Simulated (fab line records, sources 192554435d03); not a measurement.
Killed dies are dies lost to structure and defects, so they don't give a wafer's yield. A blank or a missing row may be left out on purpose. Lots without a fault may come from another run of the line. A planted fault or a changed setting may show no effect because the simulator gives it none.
fab line records | flow n5_finfet
record lots=11 wafers=29 last_day=18
route steps=1938 shown BEOL_M9@1446 BEOL_M10@1470 PASSIVATION@1936
lots that met no fault: from a run of the same line without faults
start_h: hours from the record's first day to the start of the lot's first wafer shown | wait_h: hours since the lot's step before | " the same as in the row above | L1.1+2: a row that stands for several wafers | - no value, or no start given | * or withheld: withheld | < > ~ a bound
route shown NAME@n: a module of which the file shows steps, and the number in the route of the first | usual: mean/standard deviation of fault-free wafers | same: alike in all rows | chamber/n: place in a boat | sites: the reading at each site | _std_site: their standard deviation | _edge_site: outer sites' mean less inner sites' | radius_mm: how far each site lies from the wafer's centre | mask NAME#n: copy n | behind: the tool/chamber that last shaped the wafer | hold: why the lot was held/for how many hours/how that ended | device: the transistor (n, p or np) that didn't switch | end of line: the same wafers' tests at the end of the route | a step without rows: its recipe alone | killed: dies lost to structure and defects at the first sort, not the wafer's yield | map: a wafer's dies, x killed, . not, _ none there
set.NAME: the setting as run; set.NAME@STEP: as run at that earlier step | model.NAME: the simulator's own value behind a step, which no gauge read
steps of the route over a sample of lots; a table a step, a row a wafer
services: from which hour (start_h, from the record's first day; less than 0 if before it) a tool's chamber was out of use, for how many hours, and why
## steps
# step N5_BEOL_M9_TRENCH_ETCH_37
# recipe chemistry=C4F6/O2 target_depth_a=1514.3 target=SiCOH_lowk time_s=49 ion_energy_ev=250 pressure_mtorr=30 source_w=345 bias_w=185 Ar_flow_sccm=300 C4F6_flow_sccm=10 O2_flow_sccm=10
# usual drypump_motor_current_A=5.9/0.4 oes_product_au=0.81/0.085 rf_vpp_V=673/8.3 showerhead_plenum_p_Torr=2.89/0.095 throttle_valve_pct=21.09/0.16
# columns lot.wafer tool chamber start_h wait_h drypump_motor_current_A oes_product_au rf_hours_counter_h rf_vpp_V showerhead_plenum_p_Torr throttle_valve_pct
L737.2 rie_diel-06 1 - - 6.3 0.76 168 681 2.95 21.33
L737.5 " 0 " " 5.8 0.98 - 678 2.91 21.08
L737.6 " 1 " " 6.4 0.76 - 681 2.95 21.34
L738.1 rie_diel-05 0 - - 6.8 0.81 115 684 2.99 20.87
L738.2 " 1 " " 5.4 0.76 151 662 2.71 20.79
L738.4 " 2 " " 5.0 0.87 58 669 2.78 21.16
L743.1 rie_diel-06 2 - - 5.4 0.98 3 671 3.05 20.88
L743.3 " 3 " " 5.9 0.80 107 668 2.77 21.08
L743.4 " 1 " " 6.3 0.74 180 681 2.94 21.35
L745.4 rie_diel-05 2 - - 5.0 0.84 73 668 2.78 21.14
L745.5 " 0 " " 6.8 0.79 - 682 2.98 20.89
L747.2 rie_diel-06 1 - - 6.3 0.72 193 682 2.94 21.36
L747.3 " 3 " " 5.9 0.79 119 668 2.76 21.11
L747.4 " 2 " " 5.4 0.92 16 670 3.04 20.87
L750.1 rie_diel-06 0 - - 5.8 0.88 34 678 2.90 21.13
L750.5 " 2 " " 5.5 0.91 - 669 3.04 20.89
L752.2 rie_diel-06 1 - - 6.4 0.71 207 681 2.93 21.36
L752.3 " 2 " " 5.4 0.91 28 669 3.03 20.90
L752.5 " 2 " " 5.5 0.90 - 670 3.03 20.91
L755.3 rie_diel-03 1 - - 6.1 0.71 211 665 2.85 21.16
L755.5 " 2 " " 6.1 0.99 - 666 2.91 20.87
L756.2 rie_diel-03 0 - - 5.9 0.77 142 673 2.87 21.16
L756.3 " 3 " " 5.7 0.69 229 652 2.82 21.11
L757.1 rie_diel-05 3 - - 5.1 0.89 39 688 3.00 20.83
L757.4 " 0 " " 6.8 0.79 - 685 2.98 20.91
L757.6 " 3 " " 5.1 0.88 - 690 3.00 20.84
L753.3 rie_diel-06 0 - - 5.8 0.85 55 678 2.89 21.15
L753.4 " 3 " " 5.9 0.76 146 668 2.75 21.14
L753.5 " 2 " " 5.5 0.87 - 669 3.03 20.93
# step N5_BEOL_M9_CD_MEAS_35
# recipe target_cd_nm=70 target_cd_y_nm=40 polarity=opening
# usual cd_nm=70.1/0.65
# columns lot.wafer tool chamber start_h wait_h cd_nm
L737.2 cd_sem-02 - 222.37 0.0 70.4
L737.5 " - " " 70.6
L737.6 " - " " 70.4
L738.1 cd_sem-01 - 228.32 0.0 69.6
L738.2 " - " " 69.7
L738.4 " - " " 70.6
L743.1 cd_sem-02 - 257.92 0.0 71.3
L743.3 " - " " 70.5
L743.4 " - " " 70.0
L745.4 cd_sem-01 - 278.19 0.0 69.7
L745.5 " - " " 69.6
L747.2 cd_sem-03 - 289.88 0.0 70.3
L747.3 " - " " 69.9
L747.4 " - " " 70.7
L750.1 cd_sem-01 - 304.87 0.0 70.0
L750.5 " - " " 70.0
L752.2 cd_sem-01 - 322.54 0.0 71.0
L752.3 " - " " 70.0
L752.5 " - " " 69.5
L755.3 cd_sem-01 - 326.73 0.0 69.9
L755.5 " - " " 69.7
L756.2 cd_sem-02 - 337.80 0.0 68.9
L756.3 " - " " 69.7
L757.1 cd_sem-03 - 347.41 0.0 70.9
L757.4 " - " " 70.0
L757.6 " - " " 70.6
L753.3 cd_sem-02 - 365.05 0.0 71.5
L753.4 " - " " 70.2
L753.5 " - " " 70.5
# step N5_BEOL_M9_SPUTTER_48
# recipe material=Cu target_thk_a=120 temp_c=-20 bias_v=60 power_w=26000 chamber_pressure_pa=0.13 time_s=2
# usual chuck_sensor_temp_C=-16.1/0.51 throttle_valve_pct=29.9/0.9
# columns lot.wafer tool chamber start_h wait_h chuck_sensor_temp_C throttle_valve_pct
L737.2 pvd_sputter-01 - 223.77 0.1 -15.5 31.9
L737.5 " - " " -16.1 30.5
L737.6 " - " " -15.5 29.7
L738.1 pvd_sputter-01 - 229.84 0.1 -16.3 30.1
L738.2 " - " " -15.6 29.6
L738.4 " - " " -15.5 31.9
L743.1 pvd_sputter-03 - 259.13 0.1 -15.7 30.4
L743.3 " - " " -16.3 28.2
L743.4 " - " " -15.7 29.1
L745.4 pvd_sputter-03 - 280.51 0.1 -16.2 30.9
L745.5 " - " " -16.3 28.5
L747.2 pvd_sputter-03 - 291.29 0.2 -16.0 30.6
L747.3 " - " " -16.2 31.2
L747.4 " - " " -16.4 28.7
L750.1 pvd_sputter-02 - 306.86 0.1 -17.3 29.9
L750.5 " - " " -16.9 28.9
L752.2 pvd_sputter-01 - 323.82 0.1 -16.1 30.5
L752.3 " - " " -16.3 29.9
L752.5 " - " " -15.7 29.7
L755.3 pvd_sputter-02 - 328.49 0.3 -17.0 29.1
L755.5 " - " " -16.7 28.9
L756.2 pvd_sputter-02 - 339.38 0.2 -15.9 29.2
L756.3 " - " " -16.8 28.9
L757.1 pvd_sputter-01 - 348.55 0.1 -15.5 31.8
L757.4 " - " " -15.6 29.5
L757.6 " - " " -15.7 29.7
L753.3 pvd_sputter-01 - 367.86 0.1 -16.1 30.7
L753.4 " - " " -15.4 29.6
L753.5 " - " " -15.6 29.4
# step N5_BEOL_M10_ILD_DEP_00
# recipe material=SiCOH_lowk target_thk_a=3085.1 temp_c=300 precursor=DEMS/porogen pressure_torr=5 rf_w=500 time_s=58
# usual heater_power_w=329/38 run_length_s=100.9/0.45 showerhead_plenum_p_Torr=5.738/0.012 showerhead_vpp_V=1350/68 throttle_valve_pct=13.7/0.69
# columns lot.wafer tool chamber start_h wait_h heater_power_w run_length_s showerhead_plenum_p_Torr showerhead_vpp_V throttle_valve_pct
L737.2 pecvd-04 2 225.16 0.0 281 100.4 5.736 1314 13.1
L737.5 " 2 " " 294 100.9 5.704 1310 13.2
L737.6 " 1 " " 364 101.5 5.735 1272 13.3
L738.1 pecvd-04 0 231.15 0.0 334 100.6 5.732 1512 14.1
L738.2 " 2 " " 318 101.0 5.728 1335 13.1
L738.4 " 2 " " 313 101.2 5.732 1318 13.4
L743.1 pecvd-01 2 260.15 0.0 352 101.0 5.749 1333 12.9
L743.3 " 2 " " 358 100.8 5.762 1291 12.6
L743.4 " 0 " " 334 100.6 5.742 1389 14.1
L745.4 pecvd-02 0 281.55 0.1 296 101.7 5.745 1345 13.0
L745.5 " 2 " " 306 101.4 5.722 1348 14.8
L747.2 pecvd-01 0 292.31 0.0 337 100.6 5.748 1387 13.9
L747.3 " 1 " " 396 100.1 5.723 1407 14.0
L747.4 " 2 " " 377 101.0 5.744 1312 12.8
L750.1 pecvd-01 1 307.91 0.0 346 100.3 5.728 1402 14.0
L750.5 " 1 " " 374 89.6 5.736 1400 13.6
L752.2 pecvd-04 2 325.04 0.0 300 100.4 5.747 1310 13.2
L752.3 " 1 " " 336 101.4 5.743 1278 13.3
L752.5 " 0 " " 308 100.6 5.732 1519 14.2
L755.3 pecvd-01 0 329.51 0.0 332 90.2 5.747 1366 14.0
L755.5 " 2 " " 373 90.4 5.752 1346 12.8
L756.2 pecvd-01 0 340.64 0.0 338 100.7 5.733 1372 14.2
L756.3 " 2 " " 386 90.1 5.764 1324 12.6
L757.1 pecvd-04 2 349.85 0.0 258 100.3 5.731 1314 13.1
L757.4 " 2 " " 259 100.6 5.740 1325 13.2
L757.6 " 1 " " 342 101.3 5.732 1264 13.4
L753.3 pecvd-02 1 369.18 0.0 306 100.3 5.753 1342 14.8
L753.4 " 2 " " 312 101.1 5.728 1335 14.8
L753.5 " 0 " " 346 100.9 5.744 1349 13.1
# step N5_BEOL_M10_THK_MEAS_01
# recipe reads=SiCOH_lowk_of_BEOL_M10_ILD_DEP_00
# usual M10_ILD_THK=269/3.8
# columns lot.wafer tool chamber start_h wait_h M10_ILD_THK[nm]
L737.2 film_metro-01 - 225.78 0.4 264
L737.5 " - " " 266
L737.6 " - " " 267
L738.1 film_metro-02 - 231.74 0.4 268
L738.2 " - " " 268
L738.4 " - " " 272
L743.1 film_metro-01 - 260.76 0.4 270
L743.3 " - " " 272
L743.4 " - " " 269
L745.4 film_metro-02 - 282.12 0.2 269
L745.5 " - " " 266
L747.2 film_metro-02 - 292.90 0.4 269
L747.3 " - " " 268
L747.4 " - " " 272
L750.1 film_metro-01 - 308.50 0.4 265
L750.5 " - " " 224
L752.2 film_metro-02 - 325.63 0.4 262
L752.3 " - " " 267
L752.5 " - " " 274
L755.3 film_metro-02 - 330.10 0.3 216
L755.5 " - " " 219
L756.2 film_metro-02 - 341.71 0.7 269
L756.3 " - " " 219
L757.1 film_metro-01 - 350.93 0.8 264
L757.4 " - " " 271
L757.6 " - " " 271
L753.3 film_metro-02 - 369.77 0.3 263
L753.4 " - " " 265
L753.5 " - " " 267
# step N5_PASSIVATION_PROBE_49
# usual defect_limited_yield=91.0/1.5 killed_at_M0_to_M3=35/11 killed_at_M4_up=13/6 killed_at_contacts=14/6.5 killed_at_front_end=40/12 killed_at_other=4/3.4 killed_dies=106/18 killed_open=68/14 killed_short=35/7.7 sort_bin_5_function=5.2/0.98 sort_bin_6_memory=3.4/0.72 sort_n_pass=1074/18 sort_yield_pct=91.0/1.5
# same gross_dies=1180 killed_at_back_side=0 sort_bin_4_leakage[%]=0 sort_bin_8_speed[%]=0
# columns lot.wafer tool chamber start_h wait_h defect_limited_yield[%] killed_at_M0_to_M3 killed_at_M4_up killed_at_contacts killed_at_front_end killed_at_other killed_dies killed_open killed_short sort_bin_5_function[%] sort_bin_6_memory[%] sort_n_pass sort_yield_pct[%]
L737.2 prober-01 - 286.47 0.1 91.6 40 11 14 33 1 99 70 29 4.8 3.5 1081 91.6
L737.5 prober-01 - 286.62 0.2 91.7 35 7 9 40 7 98 65 33 4.7 3.4 1082 91.7
L737.6 prober-01 - 286.67 0.3 92.4 34 7 4 42 3 90 59 27 4.7 2.8 1090 92.4
L756.2 prober-02 - 396.23 0.1 89.8 32 18 18 50 2 120 81 36 5.6 4.2 1060 89.8
L756.3 prober-02 - 396.28 0.1 88.9 32 11 16 65 7 131 87 37 6.5 4.0 1049 88.9
L757.1 prober-02 - 401.58 0.0 90.8 37 19 13 36 3 108 79 28 6.3 2.7 1072 90.8
L757.4 prober-02 - 401.73 0.2 93.1 21 21 16 24 0 82 59 19 3.7 3.0 1098 93.1
L757.6 prober-02 - 401.83 0.3 90.9 30 13 14 46 4 107 63 40 4.9 4.0 1073 90.9
# killed by level:class
L737.2 BEOL_M3:geometric_particle:open=11 MOL_CONTACT_COAG:geometric_particle:open=10 BEOL_M2:geometric_particle:open=8 FIN_SAQP:geometric_particle:open=7 BEOL_M0_SAQP:geometric_particle:short=7 BEOL_M4:geometric_particle:open=5 STARTING-WAFER:geometric_particle:open=5 FIN_SAQP:geometric_particle:short=4
L737.5 BEOL_M0_SAQP:geometric_particle:open=14 FIN_SAQP:geometric_particle:open=10 MOL_CONTACT_COAG:geometric_particle:open=9 GATE_CUT:geometric_particle:short=7 BEOL_M0_SAQP:geometric_particle:short=7 BEOL_M3:geometric_particle:open=7 STI_FIN_REVEAL:geometric_particle:open=6 ILD0:geometric_particle:short=4
L737.6 FIN_SAQP:geometric_particle:open=14 STI_FIN_REVEAL:geometric_particle:open=9 BEOL_M0_SAQP:geometric_particle:open=9 BEOL_M3:geometric_particle:open=8 FIN_SAQP:geometric_particle:short=6 BEOL_M0_SAQP:geometric_particle:short=6 MOL_CONTACT_COAG:geometric_particle:open=4 BEOL_M1:geometric_particle:open=4
L756.2 FIN_SAQP:geometric_particle:open=14 MOL_CONTACT_COAG:geometric_particle:open=13 FIN_SAQP:geometric_particle:short=9 STI_FIN_REVEAL:geometric_particle:open=9 BEOL_M0_SAQP:geometric_particle:open=8 BEOL_M1:geometric_particle:open=7 DUMMY_GATE:geometric_particle:open=6 MOL_CONTACT_COAG:geometric_particle:short=5
L756.3 FIN_SAQP:geometric_particle:open=17 BEOL_M1:geometric_particle:open=12 DUMMY_GATE:geometric_particle:open=11 FIN_SAQP:geometric_particle:short=10 MOL_CONTACT_COAG:geometric_particle:open=10 BEOL_M3:geometric_particle:open=9 MOL_CONTACT_COAG:geometric_particle:short=6 BEOL_M4:geometric_particle:open=6
L757.1 STI_FIN_REVEAL:geometric_particle:open=21 MOL_CONTACT_COAG:geometric_particle:open=10 BEOL_M0_SAQP:geometric_particle:short=10 BEOL_M0_SAQP:geometric_particle:open=9 BEOL_M4:geometric_particle:open=9 GATE_CUT:geometric_particle:short=5 BEOL_M2:geometric_particle:open=5 BEOL_M3:geometric_particle:open=5
L757.4 MOL_CONTACT_COAG:geometric_particle:open=12 STI_FIN_REVEAL:geometric_particle:open=8 BEOL_M1:geometric_particle:open=6 BEOL_M3:geometric_particle:open=6 BEOL_M4:geometric_particle:open=6 STARTING-WAFER:geometric_particle:short=4 MOL_CONTACT_COAG:geometric_particle:short=3 BEOL_M5:geometric_particle:open=3
L757.6 GATE_CUT:geometric_particle:short=11 MOL_CONTACT_COAG:geometric_particle:open=10 STI_FIN_REVEAL:geometric_particle:open=9 BEOL_M0_SAQP:geometric_particle:open=7 DUMMY_GATE:geometric_particle:open=5 BEOL_M1:geometric_particle:open=5 BEOL_M3:geometric_particle:open=5 STARTING-WAFER:geometric_particle:open=5
## services
# columns tool chamber start_h hours kind
rie_diel-06 0 198.60 - clean
rie_diel-06 0 198.60 - consumable_replace:focus_ring
rie_diel-06 0 198.60 18.2 scheduled_down
rie_diel-06 0 198.60 18.2 vent_cycle
rie_diel-03 3 202.61 2.6 repair
pvd_sputter-02 - 205.02 2.0 repair
rie_diel-06 2 216.82 - clean
rie_diel-06 2 216.82 - consumable_replace:focus_ring
rie_diel-06 2 216.82 - consumable_replace:showerhead
rie_diel-06 - 230.51 0.5 repair
pecvd-04 2 237.47 1.8 repair
rie_diel-06 2 237.70 13.5 repair
pvd_sputter-01 - 246.25 3.0 repair
pecvd-01 0 248.25 4.4 repair
pecvd-01 1 260.05 5.9 repair
pecvd-02 - 265.18 2.9 repair
pecvd-02 - 268.09 2.8 pm
rie_diel-03 - 272.44 14.6 pm
rie_diel-05 3 311.98 18.2 repair
pecvd-02 - 323.87 14.6 pm
rie_diel-05 2 324.13 30.9 repair
pvd_sputter-01 - 335.05 1.8 repair
pvd_sputter-01 - 354.34 9.6 repair
pvd_sputter-01 - 366.21 1.5 repair
## key
first_sign step=N5_BEOL_M10_ILD_DEP_00 reading=run_length_s direction=down sigmas=24 usual=* struck=*
effect step=N5_BEOL_M10_THK_MEAS_01 reading=M10_ILD_THK direction=down sigmas=13 usual=269 struck=220
met_at N5_BEOL_M10_ILD_DEP_00
struck_lots L750,L755,L756
struck_wafers L750.5,L755.3,L755.5,L756.3
not_acting_at N5_BEOL_M9_TRENCH_ETCH_37,N5_BEOL_M9_CD_MEAS_35,N5_BEOL_M9_SPUTTER_48
onset_between 292.31 307.91
fault kind=process_parameter_drift tool=pecvd-01 chamber=- onset_h=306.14 steps=N5_BEOL_M10_ILD_DEP_00 channel=time_s offset=* shape=step end_h=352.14 scope=struck_wafers_only acts_in=* stated=*
